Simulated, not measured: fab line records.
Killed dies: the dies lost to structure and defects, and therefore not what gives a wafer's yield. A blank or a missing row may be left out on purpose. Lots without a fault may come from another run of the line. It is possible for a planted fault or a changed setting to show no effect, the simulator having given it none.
fab line records -- flow n5_finfet
record: lots: 10, wafers: 30, last_day: 17
route steps=1938 shown BEOL_M2@904 MIM_TOP_LITHO@1848 MIM_BOT_LITHO@1865 TV_OPEN@1887 PASSIVATION@1936
lots with no fault: from the same line, run without faults
start_h: hours from the record's opening day to when the first of the lot's shown wafers began -- wait_h: hours elapsed since this lot's preceding step -- " identical to the entry in the row above -- L1.1+2: a single row standing in for several wafers -- - no value, or no start given -- * or withheld: withheld -- < > ~ a bound
route shown NAME@n: a module of which the file shows steps, and the number in the route of the first -- usual: mean/standard deviation taken from wafers without a fault -- same: alike in all rows -- chamber/n: place in a boat -- sites: per-site readings -- _std_site: the standard deviation of these -- _edge_site: inner sites' mean taken away from outer sites' mean -- radius_mm: for every site, how far away it sits from the centre of the wafer -- mask NAME#n: copy n -- behind: the most recent tool/chamber to have shaped the wafer -- hold: cause of the lot's hold/its duration in hours/its outcome -- device: transistor that didn't switch, given as n, p or np -- end of line: the same wafers' tests at the end of the route -- for a step that has no rows: nothing shown but its recipe -- killed: count of dies lost to structure and defects at first sort (not the wafer's yield) -- map: a wafer's dies, x killed, . not, _ none there
set.NAME: setting as actually run; set.NAME@STEP: the setting as run at that earlier step -- model.NAME: the simulator's own value behind a step, which no gauge read
one table for each step of the route and one row for each wafer, over a sample of lots
services: the hour from which a tool's chamber was out of use, counted from the record's first day as start_h (under 0 if before that day), plus the number of hours and why
== steps ==
step: N5_BEOL_M2_SPUTTER_48
recipe: material: Cu, target_thk_a: 45, temp_c: -20, chamber_pressure_pa: 0.07, power_w: withheld, time_s: 8.29
usual: throttle_valve_pct: 30.1/0.65
same: time_s: 8.29
lot.wafer,tool,chamber,start_h,wait_h,throttle_valve_pct
L307.2,pvd_sputter-03,-,146.49,0.7,28.7
L307.3,pvd_sputter-03,-,146.49,0.7,30.9
L307.4,pvd_sputter-03,-,146.49,0.7,30.2
L306.2,pvd_sputter-02,-,147.92,0.2,30.1
L306.3,pvd_sputter-02,-,147.92,0.2,29.1
L306.5,pvd_sputter-02,-,147.92,0.2,29.3
L308.1,pvd_sputter-02,-,152.04,0.4,30.1
L308.2,pvd_sputter-02,-,152.04,0.4,30.1
L308.5,pvd_sputter-02,-,152.04,0.4,30.3
L309.1,pvd_sputter-02,-,163.04,0.3,29.9
L309.2,pvd_sputter-02,-,163.04,0.3,30.1
L309.3,pvd_sputter-02,-,163.04,0.3,29.0
L310.2,pvd_sputter-02,-,166.22,0.1,30.7
L310.3,pvd_sputter-02,-,166.22,0.1,30.1
L310.6,pvd_sputter-02,-,166.22,0.1,29.1
L311.1,pvd_sputter-01,-,172.45,0.1,30.1
L311.4,pvd_sputter-01,-,172.45,0.1,30.5
L311.5,pvd_sputter-01,-,172.45,0.1,29.7
L312.2,pvd_sputter-02,-,179.42,0.2,30.1
L312.3,pvd_sputter-02,-,179.42,0.2,31.1
L312.6,pvd_sputter-02,-,179.42,0.2,30.9
L324.1,pvd_sputter-02,-,244.91,1.3,29.2
L324.2,pvd_sputter-02,-,244.91,1.3,30.1
L324.5,pvd_sputter-02,-,244.91,1.3,29.2
L326.1,pvd_sputter-03,-,253.18,1.5,28.9
L326.2,pvd_sputter-03,-,253.18,1.5,30.6
L326.4,pvd_sputter-03,-,253.18,1.5,30.7
L327.1,pvd_sputter-03,-,269.00,0.1,30.7
L327.3,pvd_sputter-03,-,269.00,0.1,30.7
L327.6,pvd_sputter-03,-,269.00,0.1,30.6
step: N5_MIM_TOP_LITHO_OVL_MEAS_11
recipe: points_per_wafer: 44
usual: MIM_TOP_OVL: 0/4.8
lot.wafer,tool,chamber,start_h,wait_h,MIM_TOP_OVL[nm]
L308.1,overlay-02,0,266.67,0.0,2
L308.2,overlay-02,0,266.67,0.0,-4
L308.5,overlay-02,0,266.67,0.0,4
L306.2,overlay-01,0,269.10,0.0,2
L306.3,overlay-01,0,269.10,0.0,3
L306.5,overlay-01,0,269.10,0.0,2
L307.2,overlay-02,0,272.73,0.0,3
L307.3,overlay-02,0,272.73,0.0,-6
L307.4,overlay-02,0,272.73,0.0,1
L309.1,overlay-01,0,286.17,0.0,0
L309.2,overlay-01,0,286.17,0.0,5
L309.3,overlay-01,0,286.17,0.0,-2
L310.2,overlay-01,0,287.68,0.0,10
L310.3,overlay-01,0,287.68,0.0,4
L310.6,overlay-01,0,287.68,0.0,8
L311.1,overlay-01,0,297.74,0.0,1
L311.4,overlay-01,0,297.74,0.0,-2
L311.5,overlay-01,0,297.74,0.0,7
L312.2,overlay-02,0,298.81,0.0,-8
L312.3,overlay-02,0,298.81,0.0,-7
L312.6,overlay-02,0,298.81,0.0,1
L326.1,overlay-02,0,381.26,0.0,8
L326.2,overlay-02,0,381.26,0.0,7
L326.4,overlay-02,0,381.26,0.0,3
L324.1,overlay-01,0,387.00,0.0,5
L324.2,overlay-01,0,387.00,0.0,7
L324.5,overlay-01,0,387.00,0.0,0
L327.1,overlay-02,0,387.04,0.0,-3
L327.3,overlay-02,0,387.04,0.0,-2
L327.6,overlay-02,0,387.04,0.0,4
step: N5_MIM_BOT_LITHO_DESCUM_10
recipe: chemistry: O2, time_s: 7.9, source_power_w: 50, bias_power_w: 20, pressure_mtorr: 20, rf_frequency_hz: 2.712e+07, temp_c: 40, o2_flow_sccm: 225
usual: drypump_motor_current_A: 5.7/0.33, oes_product_au: 0.81/0.1, rf_vpp_V: 243.3/1.5, showerhead_plenum_p_Torr: 2.09/0.085, throttle_valve_pct: 20.39/0.26
same: time_s: 7.9
lot.wafer,tool,chamber,start_h,wait_h,drypump_motor_current_A,oes_product_au,rf_hours_counter_h,rf_vpp_V,showerhead_plenum_p_Torr,throttle_valve_pct
L308.1,rie_diel-06,0,267.64,0.1,5.8,0.71,208,244.7,2.16,20.59
L308.2,rie_diel-06,3,267.64,0.1,5.2,0.72,197,241.7,1.99,20.24
L308.5,rie_diel-06,1,267.64,0.1,5.4,0.70,-,242.5,2.07,20.86
L306.2,rie_diel-03,3,273.65,0.0,5.9,0.82,83,246.6,2.23,20.50
L306.3,rie_diel-03,0,273.65,0.0,5.6,0.75,184,243.4,1.98,20.40
L306.5,rie_diel-03,1,273.65,0.0,5.3,0.68,-,244.8,2.15,20.47
L307.2,rie_diel-06,0,273.68,0.0,5.8,0.71,210,243.6,2.16,20.59
L307.3,rie_diel-06,1,273.68,0.0,5.4,0.71,239,243.5,2.07,20.87
L307.4,rie_diel-06,3,273.68,0.0,5.3,0.72,200,241.1,1.99,20.26
L309.1,rie_diel-03,0,286.97,0.0,5.5,0.74,191,242.5,1.98,20.40
L309.2,rie_diel-03,3,286.97,0.0,5.9,0.80,90,245.0,2.23,20.51
L309.3,rie_diel-03,1,286.97,0.0,5.3,0.67,232,243.7,2.15,20.49
L310.2,rie_diel-02,2,288.87,0.0,5.4,0.98,9,241.4,2.04,19.88
L310.3,rie_diel-02,3,288.87,0.0,5.6,0.70,251,242.9,2.06,20.95
L310.6,rie_diel-02,2,288.87,0.0,5.4,0.98,-,242.0,2.04,19.89
L311.1,rie_diel-06,3,298.70,0.0,5.2,0.72,210,240.8,1.99,20.26
L311.4,rie_diel-06,0,298.70,0.0,5.8,0.69,220,244.8,2.15,20.60
L311.5,rie_diel-06,0,298.70,0.0,5.8,0.70,-,244.9,2.15,20.61
L312.2,rie_diel-06,3,299.78,0.0,5.3,0.72,210,241.2,1.99,20.26
L312.3,rie_diel-06,0,299.78,0.0,5.8,0.70,220,245.4,2.15,20.59
L312.6,rie_diel-06,1,299.78,0.0,5.4,0.70,-,244.3,2.07,20.90
L326.1,rie_diel-02,1,382.33,0.0,5.9,0.93,20,244.8,2.13,20.32
L326.2,rie_diel-02,0,382.33,0.0,5.5,0.88,30,242.3,2.06,20.27
L326.4,rie_diel-02,2,382.33,0.0,5.4,0.89,52,241.3,2.02,19.95
L324.1,rie_diel-02,0,388.23,0.0,5.6,0.87,32,241.7,2.06,20.26
L324.2,rie_diel-02,2,388.23,0.0,5.4,0.89,53,242.3,2.02,19.96
L324.5,rie_diel-02,0,388.23,0.0,5.5,0.88,-,242.2,2.06,20.26
L327.1,rie_diel-06,2,388.30,0.1,6.2,0.84,69,245.3,2.20,20.23
L327.3,rie_diel-06,1,388.30,0.1,5.4,0.91,25,240.3,2.06,20.47
L327.6,rie_diel-06,3,388.30,0.1,5.2,0.69,-,240.0,1.97,20.31
step: N5_PASSIVATION_PASS_ETCH_74
recipe: chemistry: CF4/O2, target: SiNx, target_depth_a: 2200, time_s: 110, ion_energy_ev: 100, pressure_mtorr: 40, source_w: 535, bias_w: 49, Ar_flow_sccm: 100, cf4_flow_sccm: 100, O2_flow_sccm: 10
usual: drypump_motor_current_A: 5.8/0.42, mfc_ar_sccm: 100.0/0.3, oes_ar_750_au: 0.77/0.052, oes_product_au: 0.77/0.058, rf_vpp_V: 239/4.9, showerhead_plenum_p_Torr: 2.21/0.069, throttle_valve_pct: 16.01/0.16
same: time_s: 110
lot.wafer,tool,chamber,start_h,wait_h,drypump_motor_current_A,mfc_ar_sccm,oes_ar_750_au,oes_product_au,rf_hours_counter_h,rf_vpp_V,showerhead_plenum_p_Torr,throttle_valve_pct
L308.1,rie_diel-05,1,270.77,0.0,6.1,100.5,0.77,0.77,135,242,2.14,16.15
L308.2,rie_diel-05,2,270.77,0.0,5.3,99.9,0.75,0.77,134,249,2.20,16.17
L308.5,rie_diel-05,3,270.77,0.0,6.2,100.3,0.70,0.70,-,232,2.26,16.15
L306.2,rie_diel-01,2,275.62,0.0,5.1,100.4,0.78,0.77,138,235,2.13,16.12
L306.3,rie_diel-01,0,275.62,0.0,6.1,100.5,0.72,0.73,212,241,2.26,15.97
L306.5,rie_diel-01,1,275.62,0.0,6.3,99.7,0.79,0.80,-,236,2.15,15.81
L307.2,rie_diel-05,2,277.20,0.0,5.3,99.8,0.76,0.76,135,250,2.20,16.18
L307.3,rie_diel-05,0,277.20,0.0,5.9,100.3,0.85,0.86,37,245,2.25,15.91
L307.4,rie_diel-05,2,277.20,0.0,5.3,100.3,0.75,0.76,-,249,2.20,16.19
L309.1,rie_diel-05,1,292.32,0.0,6.1,99.6,0.77,0.75,144,238,2.14,16.17
L309.2,rie_diel-05,2,292.32,0.0,5.3,99.5,0.75,0.76,142,249,2.20,16.21
L309.3,rie_diel-05,0,292.32,0.0,5.9,99.8,0.84,0.84,44,244,2.24,15.91
L310.2,rie_diel-04,0,292.67,0.0,5.1,100.0,0.75,0.75,191,233,2.19,16.00
L310.3,rie_diel-04,2,292.67,0.0,5.5,100.0,0.84,0.86,40,246,2.34,15.72
L310.6,rie_diel-04,2,292.67,0.0,5.6,100.3,0.84,0.86,-,244,2.34,15.70
L312.2,rie_diel-01,3,302.05,0.0,6.0,99.7,0.74,0.74,192,238,2.20,16.00
L312.3,rie_diel-01,2,302.05,0.0,5.1,100.4,0.77,0.76,145,236,2.13,16.13
L312.6,rie_diel-01,2,302.05,0.0,5.1,100.2,0.77,0.76,-,234,2.13,16.15
L311.1,rie_diel-05,0,302.77,0.0,5.9,99.4,0.84,0.84,49,245,2.24,15.91
L311.4,rie_diel-05,0,302.77,0.0,5.9,99.8,0.84,0.84,-,245,2.24,15.92
L311.5,rie_diel-05,2,302.77,0.0,5.3,99.9,0.75,0.77,-,249,2.20,16.19
L326.1,rie_diel-01,1,386.02,0.0,6.3,100.1,0.75,0.76,132,236,2.14,15.87
L326.2,rie_diel-01,2,386.02,0.0,5.2,99.9,0.75,0.75,167,236,2.13,16.19
L326.4,rie_diel-01,3,386.02,0.0,6.0,99.9,0.73,0.71,219,237,2.19,16.06
L324.1,rie_diel-01,1,390.26,0.0,6.3,99.6,0.75,0.76,133,235,2.14,15.86
L324.2,rie_diel-01,0,390.26,0.0,6.0,100.3,0.69,0.70,249,240,2.25,16.03
L324.5,rie_diel-01,3,390.26,0.0,6.0,100.4,0.72,0.70,-,240,2.19,16.05
L327.1,rie_diel-01,1,390.75,0.0,6.3,100.1,0.75,0.75,134,232,2.14,15.88
L327.3,rie_diel-01,2,390.75,0.0,5.2,99.6,0.75,0.75,169,235,2.12,16.18
L327.6,rie_diel-01,1,390.75,0.0,6.3,100.2,0.75,0.76,-,235,2.14,15.86
step: N5_PASSIVATION_PROBE_49
usual: defect_limited_yield: 91.4/1.5, killed_at_M0_to_M3: 34/12, killed_at_M4_up: 12/4.9, killed_at_contacts: 13/7.2, killed_at_front_end: 39/12, killed_at_other: 3.7/2.9, killed_dies: 101/18, killed_on_rim: 13/4, killed_open: 67/14, killed_short: 33/7.2, sort_bin_5_function: 5.1/0.97, sort_bin_6_memory: 3.2/0.67, sort_n_pass: 1079/17, sort_yield_pct: 91.4/1.5
same: gross_dies: 1180, killed_at_back_side: 0, sort_bin_4_leakage[%]: 0, sort_bin_8_speed[%]: 0
lot.wafer,tool,chamber,start_h,wait_h,defect_limited_yield[%],killed_at_M0_to_M3,killed_at_M4_up,killed_at_contacts,killed_at_front_end,killed_at_other,killed_dies,killed_on_rim,killed_open,killed_short,sort_bin_5_function[%],sort_bin_6_memory[%],sort_n_pass,sort_yield_pct[%]
L310.6,prober-01,-,299.53,0.3,93.3,11,9,10,38,11,79,8,49,29,3.7,2.5,1101,93.3
L312.2,prober-01,-,309.12,0.1,83.6,133,10,5,43,3,194,34,64,39,9.8,3.7,986,83.6
L312.3,prober-01,-,309.17,0.1,91.7,38,8,10,41,1,98,13,62,36,4.9,3.1,1082,91.7
L312.6,prober-01,-,309.32,0.3,91.2,35,11,11,44,3,104,19,67,37,4.7,3.9,1076,91.2
L311.1,prober-02,-,309.86,0.0,92.8,29,16,14,25,1,85,8,58,27,5.3,1.9,1095,92.8
L311.4,prober-02,-,310.01,0.2,93.1,34,9,8,29,1,81,8,53,28,3.6,2.9,1099,93.1
L311.5,prober-02,-,310.06,0.2,91.9,41,9,16,30,0,96,16,71,25,4.8,3.2,1084,91.9
killed by level:class
L310.6 FIN_SAQP:geometric_particle:open=11 MOL_CONTACT_COAG:geometric_particle:open=10 STI_FIN_REVEAL:geometric_particle:open=7 PASS1_CAP:geometric_particle:short=7 FIN_SAQP:geometric_particle:short=4 GATE_CUT:geometric_particle:short=3 BEOL_M0_SAQP:geometric_particle:short=3 PASS1_CAP:geometric_particle:open=3
L312.2 BEOL_M2:unspecified=91 STI_FIN_REVEAL:geometric_particle:open=13 BEOL_M0_SAQP:geometric_particle:open=13 BEOL_M3:geometric_particle:open=7 FIN_SAQP:geometric_particle:open=6 FIN_SAQP:geometric_particle:short=6 BEOL_M0_SAQP:geometric_particle:short=6 BEOL_M2:geometric_particle:short=5
L312.3 BEOL_M0_SAQP:geometric_particle:open=10 FIN_SAQP:geometric_particle:short=9 MOL_CONTACT_COAG:geometric_particle:open=8 STI_FIN_REVEAL:geometric_particle:open=7 BEOL_M3:geometric_particle:open=7 BEOL_M0_SAQP:geometric_particle:short=6 GATE_CUT:geometric_particle:short=5 FIN_SAQP:geometric_particle:open=4
L312.6 BEOL_M0_SAQP:geometric_particle:open=11 STI_FIN_REVEAL:geometric_particle:open=9 MOL_CONTACT_COAG:geometric_particle:open=9 GATE_CUT:geometric_particle:short=8 BEOL_M0_SAQP:geometric_particle:short=7 BEOL_M3:geometric_particle:open=6 FIN_SAQP:geometric_particle:open=5 BEOL_M4:geometric_particle:open=5
L311.1 MOL_CONTACT_COAG:geometric_particle:open=13 BEOL_M0_SAQP:geometric_particle:short=9 BEOL_M4:geometric_particle:open=8 BEOL_M0_SAQP:geometric_particle:open=5 STARTING-WAFER:geometric_particle:open=5 FIN_SAQP:geometric_particle:open=4 BEOL_M1:geometric_particle:open=4 STI_FIN_REVEAL:geometric_particle:open=3
L311.4 BEOL_M0_SAQP:geometric_particle:open=16 BEOL_M0_SAQP:geometric_particle:short=8 MOL_CONTACT_COAG:geometric_particle:open=7 GATE_CUT:geometric_particle:short=6 GATE_CUT:geometric_particle:open=6 DUMMY_GATE:geometric_particle:open=5 STI_FIN_REVEAL:geometric_particle:open=4 FIN_SAQP:geometric_particle:short=2
L311.5 BEOL_M2:geometric_particle:open=13 MOL_CONTACT_COAG:geometric_particle:open=13 BEOL_M0_SAQP:geometric_particle:open=13 FIN_SAQP:geometric_particle:open=12 BEOL_M0_SAQP:geometric_particle:short=6 GATE_CUT:geometric_particle:short=5 STI_FIN_REVEAL:geometric_particle:open=4 DUMMY_GATE:geometric_particle:open=4
== services ==
tool,chamber,start_h,hours,kind
rie_diel-01,0,123.46,131.8,repair
rie_diel-05,1,126.84,5.4,repair
rie_diel-02,1,146.47,3.9,repair
pvd_sputter-01,-,151.43,3.4,repair
rie_diel-01,3,154.67,14.1,repair
rie_diel-06,2,165.55,-,clean
rie_diel-06,2,165.55,-,consumable_replace:focus_ring
rie_diel-06,2,165.55,-,consumable_replace:showerhead
rie_diel-06,2,165.55,25.6,scheduled_down
rie_diel-06,2,165.55,25.6,vent_cycle
rie_diel-02,3,185.18,6.4,repair
rie_diel-04,0,202.29,6.5,repair
rie_diel-05,2,205.97,1.6,repair
rie_diel-05,-,216.89,0.8,repair
rie_diel-03,3,225.89,3.9,repair
rie_diel-04,2,233.69,4.1,repair
rie_diel-04,2,252.40,19.3,repair
rie_diel-06,2,279.68,6.7,repair
rie_diel-06,1,303.13,-,clean
rie_diel-01,2,332.04,7.0,repair
rie_diel-04,0,346.38,11.2,repair
rie_diel-03,-,355.55,2.2,repair
rie_diel-04,3,371.15,9.9,repair
rie_diel-01,2,377.93,5.7,repair
== key ==
first_sign: step: N5_PASSIVATION_PROBE_49, reading: killed_at_M0_to_M3, direction: up, sigmas: 8.5, usual: 34, struck: 133
effect: step: N5_PASSIVATION_PROBE_49, reading: killed_dies, direction: up, sigmas: 5.3, usual: 101, struck: 194
more_kills_born_at: N5_BEOL_M2_SPUTTER_48@pvd_sputter-02: 91
met_at N5_BEOL_M2_SPUTTER_48
struck_lots L312
struck_wafers L312.2
not_acting_at N5_MIM_TOP_LITHO_OVL_MEAS_11,N5_MIM_BOT_LITHO_DESCUM_10,N5_PASSIVATION_PASS_ETCH_74
onset_between 163.04 179.42
fault: kind: chamber_particle_source, tool: pvd_sputter-02, chamber: -, onset_h: 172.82, steps: N5_BEOL_M2_SPUTTER_48, rate_per_visit_cm2: 1.1133, end_h: 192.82, scope: struck_wafers_only
